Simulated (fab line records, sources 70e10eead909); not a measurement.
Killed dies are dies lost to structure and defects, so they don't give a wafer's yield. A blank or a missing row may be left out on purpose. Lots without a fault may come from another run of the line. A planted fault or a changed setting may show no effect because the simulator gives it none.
fab line records | flow nand_harc
record lots=6 wafers=16 last_day=32
route steps=1302 shown A_M1@1181 END@1302
lots that met no fault: from a run of the same line without faults
start_h: hours from the record's first day to the start of the lot's first wafer shown | wait_h: hours since the lot's step before | " the same as in the row above | L1.1+2: a row that stands for several wafers | - no value, or no start given | * or withheld: withheld | < > ~ a bound
route shown NAME@n: a module of which the file shows steps, and the number in the route of the first | usual: mean/standard deviation of fault-free wafers | same: alike in all rows | chamber/n: place in a boat | sites: the reading at each site | _std_site: their standard deviation | _edge_site: outer sites' mean less inner sites' | radius_mm: how far each site lies from the wafer's centre | mask NAME#n: copy n | behind: the tool/chamber that last shaped the wafer | hold: why the lot was held/for how many hours/how that ended | device: the transistor (n, p or np) that didn't switch | end of line: the same wafers' tests at the end of the route | a step without rows: its recipe alone | killed: dies lost to structure and defects at the first sort, not the wafer's yield | map: a wafer's dies, x killed, . not, _ none there
set.NAME: the setting as run; set.NAME@STEP: as run at that earlier step | model.NAME: the simulator's own value behind a step, which no gauge read
lots at some steps of the route; a table a step, a row a wafer
services: from which hour (start_h, from the record's first day; less than 0 if before it) a tool's chamber was out of use, for how many hours, and why
## steps
# step NHARC_A_M1_INSPECT_11
# usual raw_defect_count=84/39
# columns lot.wafer tool chamber start_h wait_h raw_defect_count
L815.1 defect_inspect-01 - 548.86 0.0 76
L815.2 " - " " 59
L815.6 " - " " 66
L816.2 defect_inspect-01 - 557.49 0.0 157
L816.5 " - " " 166
L816.6 " - " " 184
L829.2 defect_inspect-02 - 701.43 0.0 179
L829.6 " - " " 177
L830.4 defect_inspect-01 - 705.98 0.0 58
L830.6 " - " " 62
L832.3 defect_inspect-01 - 721.05 0.0 33
L832.4 " - " " 32
L832.6 " - " " 39
L833.1 defect_inspect-01 - 735.96 0.0 67
L833.3 " - " " 80
L833.6 " - " " 70
# step NHARC_A_M1_DESCUM_14
# recipe time_s=3 o2_flow_sccm=200 ar_flow_sccm=0 bias_power_w=0 chemistry=O2
# step NHARC_A_M1_ETCH_35
# recipe target_depth_a=400 overetch_a=120 time_s=43.94 ion_energy_ev=200 n2_flow_sccm=150 h2_flow_sccm=150 ar_flow_sccm=0 rf_w=400 bias_w=150 chemistry=N2/H2
# usual bias_w=150.0/0.46 drypump_motor_current_A=5.5/0.46 oes_product_au=1.001/0.0094 rf_vpp_V=430.3/2.7 showerhead_plenum_p_Torr=2.03/0.1 throttle_valve_pct=14.171/0.0083
# columns lot.wafer tool chamber start_h wait_h bias_w drypump_motor_current_A oes_product_au rf_hours_counter_h rf_vpp_V showerhead_plenum_p_Torr throttle_valve_pct
L815.1 rie_diel-12 3 549.02 0.1 150.1 4.6 1.010 7.7 429.1 1.96 14.175
L815.2 " 0 " " 150.9 5.0 1.004 7.7 432.9 2.19 14.166
L815.6 " 2 " " 150.3 5.7 0.982 - 434.0 2.18 14.159
L816.2 rie_diel-02 1 557.64 0.1 150.9 5.8 1.009 7.7 429.5 2.08 14.164
L816.5 " 1 " " 149.8 5.9 1.015 - 431.1 2.08 14.166
L816.6 " 2 " " 150.9 5.4 0.988 - 427.7 1.93 14.169
L829.2 rie_diel-03 2 701.57 0.1 149.5 6.1 0.998 1.6 432.7 2.12 14.179
L829.6 " 3 " " 150.0 6.1 1.001 - 433.2 2.15 14.193
L830.4 rie_diel-03 2 706.16 0.1 150.5 6.1 1.009 - 432.4 2.12 14.173
L830.6 " 3 " " 150.7 6.1 1.007 - 434.4 2.15 14.171
L832.3 rie_diel-12 3 721.20 0.1 149.8 4.6 1.025 3.0 427.8 1.96 14.177
L832.4 " 1 " " 150.5 5.6 1.003 3.5 433.6 2.11 14.178
L832.6 " 0 " " 150.1 5.0 1.000 - 434.2 2.19 14.169
L833.1 rie_diel-03 2 736.10 0.1 149.9 6.1 1.005 2.7 432.4 2.12 14.171
L833.3 " 1 " " 151.1 5.6 1.007 1.7 426.5 1.93 14.171
L833.6 " 3 " " 150.0 6.1 1.009 - 433.3 2.15 14.168
# step NHARC_A_M1_ETCH_15
# recipe target_depth_a=1825 time_s=91.2 c4f8_flow_sccm=withheld ar_flow_sccm=400 rf_w=600 bias_w=300 chemistry=C4F8/Ar
# step NHARC_A_M1_CD_MEAS_16
# usual cd_nm=120.0/0.77
# columns lot.wafer tool chamber start_h wait_h cd_nm
L815.1 cd_sem-02 - 549.22 - 119.3
L815.2 " - " " 119.6
L815.6 " - " " 120.8
L816.2 cd_sem-03 - 557.86 - 119.4
L816.5 " - " " 119.5
L816.6 " - " " 120.3
L829.2 cd_sem-01 - 701.82 - 120.3
L829.6 " - " " 120.4
L830.4 cd_sem-01 - 706.39 - 120.7
L830.6 " - " " 120.1
L832.3 cd_sem-01 - 721.42 - 119.9
L832.4 " - " " 119.8
L832.6 " - " " 119.3
L833.1 cd_sem-03 - 736.32 - 119.5
L833.3 " - " " 119.7
L833.6 " - " " 119.6
# step NHARC_A_M1_STRIP_18
# recipe power_w=1000 n2_flow_sccm=150 h2_flow_sccm=150 ar_flow_sccm=0 bias_w=0 chemistry=N2/H2
# step NHARC_A_M1_ETCH_28
# recipe target_depth_a=300 over_etch_frac=0.3 time_s=72.99 ion_energy_ev=150 cf4_flow_sccm=50 n2_flow_sccm=100 ar_flow_sccm=150 rf_w=300 bias_w=100 chemistry=CF4/N2
# step NHARC_A_M1_STRIP_19
# recipe time_s=600 temp_c=30 chemistry=post_etch_residue_remover
# step NHARC_A_M1_DEGAS_29
# recipe temp_c=250 time_s=60
# usual heater_power_w=345/36
# columns lot.wafer tool chamber start_h wait_h heater_power_w
L815.2 pvd_sputter-02 - 550.35 - 349
L815.1 " - " " 358
L815.6 " - " " 343
L816.2 pvd_sputter-03 - 558.59 - 373
L816.6 " - " " 299
L816.5 " - " " 341
L829.2 pvd_sputter-03 - 702.56 - 290
L829.6 " - " " 354
L830.4 pvd_sputter-02 - 707.11 - 376
L830.6 " - " " 404
L832.3 pvd_sputter-02 - 722.12 - 411
L832.4 " - " " 347
L832.6 " - " " 405
L833.3 pvd_sputter-02 - 737.03 - 371
L833.1 " - " " 338
L833.6 " - " " 371
# step NHARC_A_M1_PRE_CLEAN_30
# recipe time_s=30 temp_c=280 gas=H2/He
# usual heater_power_w=421/44
# columns lot.wafer tool chamber start_h wait_h heater_power_w
L815.1 pvd_sputter-02 - - - 438
L815.2 " - " " 444
L815.6 " - " " 433
L816.2 pvd_sputter-03 - - - 452
L816.6 " - " " 353
L816.5 " - " " 361
L829.2 pvd_sputter-03 - - - 428
L829.6 " - " " 423
L830.4 pvd_sputter-02 - - - 409
L830.6 " - " " 460
L832.4 pvd_sputter-02 - - - 458
L832.3 " - " " 415
L832.6 " - " " 454
L833.1 pvd_sputter-02 - - - 418
L833.3 " - " " 464
L833.6 " - " " 459
# step NHARC_A_M1_PVD_20
# recipe target_thk_a=50 bias_v=168.6 power_w=15000 chamber_pressure_pa=0.12 time_s=8.06 substrate_temp_c=50 material=TaN
# step NHARC_A_M1_PVD_21
# recipe target_thk_a=300 chamber_pressure_pa=5 power_w=5000 substrate_temp_c=30 time_s=20.49 material=Cu
# usual throttle_valve_pct=29.8/1.1
# columns lot.wafer tool chamber start_h wait_h throttle_valve_pct
L815.1 pvd_sputter-02 - - - 28.7
L815.2 " - " " 31.3
L815.6 " - " " 31.3
L816.2 pvd_sputter-03 - - - 29.0
L816.5 " - " " 30.8
L816.6 " - " " 29.5
L829.2 pvd_sputter-03 - - - 29.1
L829.6 " - " " 29.7
L830.4 pvd_sputter-02 - - - 28.4
L830.6 " - " " 31.1
L832.4 pvd_sputter-02 - - - 31.4
L832.3 " - " " 31.4
L832.6 " - " " 28.0
L833.3 pvd_sputter-02 - - - 31.5
L833.1 " - " " 31.3
L833.6 " - " " 28.0
# step NHARC_A_M1_ECD_22
# recipe target_thk_a=4000 bath_temp_c=25 material=Cu
# columns lot.wafer tool chamber start_h wait_h
L815.2+1+6 ecd_cu-01 0,1,0 550.71 -
L816.2+5+6 ecd_cu-02 0,0,1 558.94 -
L829.2+6 ecd_cu-02 1,0 702.90 -
L830.4+6 ecd_cu-02 0,1 707.55 -
L832.3+4+6 ecd_cu-01 0,1,1 722.58 -
L833.1+3+6 ecd_cu-01 1,0,1 737.43 -
# step NHARC_A_M1_ANNEAL_31
# recipe temp_c=225 time_s=90
# usual wafer_temp_C_max=226.4/0.33
# columns lot.wafer tool chamber start_h wait_h wafer_temp_C_max
L815.1 rtp_anneal-02 0 551.09 - 225.9
L815.2 " 0 " " 226.2
L815.6 " 0 " " 226.6
L816.2 rtp_anneal-02 0 559.37 - 226.1
L816.5 " 0 " " 226.3
L816.6 " 0 " " 226.2
L829.2 rtp_anneal-01 0 703.33 0.4 226.3
L829.6 " 0 " " 226.5
L830.4 rtp_anneal-01 0 707.99 0.4 226.2
L830.6 " 0 " " 226.5
L832.3 rtp_anneal-01 0 722.96 - 226.1
L832.4 " 0 " " 226.5
L832.6 " 0 " " 226.1
L833.1 rtp_anneal-01 0 737.80 - 227.1
L833.3 " 0 " " 226.9
L833.6 " 0 " " 226.3
# step NHARC_A_M1_CMP_23
# recipe t_overpolish_s=20 target_thk_nm=154.34
# usual motor_current_A=11.6/1.1 time_to_endpoint_s=29.0/2.7
# columns lot.wafer tool chamber start_h wait_h motor_current_A time_to_endpoint_s
L815.1 cmp-01 0 551.46 - 10.7 29.9
L815.2 " 2 " " 12.4 26.7
L815.6 " 3 " " 11.5 33.9
L816.2 cmp-03 0 559.66 - 14.0 26.4
L816.5 " 0 " " 14.3 26.3
L816.6 " 1 " " 10.8 26.0
L829.2 cmp-02 0 703.65 - 11.4 29.0
L829.6 " 3 " " 11.6 13.9
L830.4 cmp-03 0 708.26 - 14.2 27.1
L830.6 " 1 " " 10.5 9.7
L832.4 cmp-03 1 723.23 - 11.1 24.3
L832.3 " 3 " " 10.3 30.5
L832.6 " 0 " " 14.1 25.2
L833.1 cmp-02 2 738.20 - 11.5 27.9
L833.3 " 3 " " 12.0 28.1
L833.6 " 0 " " 11.6 26.6
# step NHARC_A_M1_THK_MEAS_24
# recipe thk_meas_gauge=xrf
# usual thk_nm=154.3/1.4
# columns lot.wafer tool chamber start_h wait_h thk_nm
L815.1 film_metro-02 - 551.75 - 154.5
L815.2 " - " " 153.7
L815.6 " - " " 154.7
L816.2 film_metro-02 - 559.97 - 153.8
L816.5 " - " " 154.9
L816.6 " - " " 153.6
L829.2 film_metro-01 - 703.94 - 154.1
L829.6 " - " " 153.6
L830.4 film_metro-01 - 708.49 - 153.2
L830.6 " - " " 154.8
L832.3 film_metro-01 - 723.51 - 156.9
L832.4 " - " " 152.9
L832.6 " - " " 151.7
L833.1 film_metro-01 - 738.46 - 154.2
L833.3 " - " " 155.1
L833.6 " - " " 154.4
# step NHARC_END_SORT_01
# recipe temp_c=25
# usual defect_limited_yield=91.1/2.9 killed_at_array=55/19 killed_at_other=0.8/1.1 killed_at_periphery=4.0/2.6 killed_dies=60/20 killed_open=3.4/1.7 killed_short=2.6/1.5
# same gross_dies=677
# columns lot.wafer tool chamber start_h wait_h defect_limited_yield[%] killed_at_array killed_at_other killed_at_periphery killed_dies killed_open killed_short
L816.2 prober-01 0 592.79 2.8 86.4 91 0 1 92 4 5
L816.5 prober-01 0 595.16 3.7 88.5 75 0 3 78 4 1
L816.6 prober-01 0 595.95 3.9 85.1 98 1 2 101 1 2
# killed by level:class
L816.2 A_SLIT:chamber_film_flake=29 A_CHANNEL_HOLE_D2:chamber_film_flake=19 A_CHANNEL_HOLE_D1:chamber_film_flake=19 A_CONTACT:chamber_film_flake=8 A_STAIRCASE:chamber_film_flake=6 A_CHANNEL_FILL_D2:geometric_particle:short=2 P_GATE:geometric_particle:open=1 A_ONON_D1:geometric_particle:short=1
L816.5 A_SLIT:chamber_film_flake=26 A_CHANNEL_HOLE_D1:chamber_film_flake=19 A_CHANNEL_HOLE_D2:chamber_film_flake=16 A_CONTACT:chamber_film_flake=5 A_STAIRCASE:chamber_film_flake=4 A_SGD_CUT:geometric_particle:open=3 P_M0:geometric_particle:open=1 A_SGD_CUT:geometric_particle:short=1
L816.6 A_SLIT:chamber_film_flake=32 A_CHANNEL_HOLE_D1:chamber_film_flake=27 A_CHANNEL_HOLE_D2:chamber_film_flake=24 A_CONTACT:chamber_film_flake=5 A_STAIRCASE:chamber_film_flake=4 A_WL_FILL:chamber_film_flake=3 P_CONTACT:geometric_particle:open=1 A_ONON_D2:geometric_particle:short=1
## services
# columns tool chamber start_h hours kind
pvd_sputter-03 - 526.03 10.0 pm
cmp-02 - 526.50 4.0 pm
cmp-03 - 537.66 10.0 repair
cmp-02 - 552.36 0.5 repair
cmp-03 - 554.88 4.0 pm
cmp-03 - 560.85 0.6 repair
cmp-02 - 574.66 7.4 repair
rie_diel-12 2 580.84 7.2 repair
rie_diel-03 - 589.65 0.9 repair
ecd_cu-02 - 596.29 8.0 pm
rie_diel-03 2 602.34 2.5 repair
rie_diel-03 2 622.11 8.9 repair
rie_diel-12 - 622.50 9.0 pm
rie_diel-03 - 635.36 9.0 pm
pvd_sputter-02 - 638.00 10.0 pm
cmp-03 - 652.88 4.0 pm
rie_diel-03 2 670.03 9.5 repair
ecd_cu-01 - 688.00 8.0 pm
rtp_anneal-01 - 701.46 1.1 repair
pvd_sputter-03 - 704.03 10.0 pm
rie_diel-03 1 704.93 7.5 repair
ecd_cu-02 - 706.39 0.3 repair
rie_diel-12 3 730.89 1.8 repair
pvd_sputter-03 - 733.46 1.7 repair
## key
first_sign step=NHARC_A_M1_CMP_23 reading=time_to_endpoint_s direction=down sigmas=6.4 usual=* struck=*
effect none on later readings
met_at NHARC_A_M1_ECD_22
struck_wafers L829.6,L830.6
sort_left_out L829.6
onset_between 558.94 702.90
fault kind=process_parameter_drift tool=ecd_cu-02 chamber=- onset_h=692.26 steps=NHARC_A_M1_ECD_22 channel=target_thk_a offset=* shape=step end_h=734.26 scope=struck_wafers_only acts_in=* stated=*
# sort_left_out: the simulated sort isn't trusted on such a fault, so these wafers' sort isn't shown, and their yield isn't known
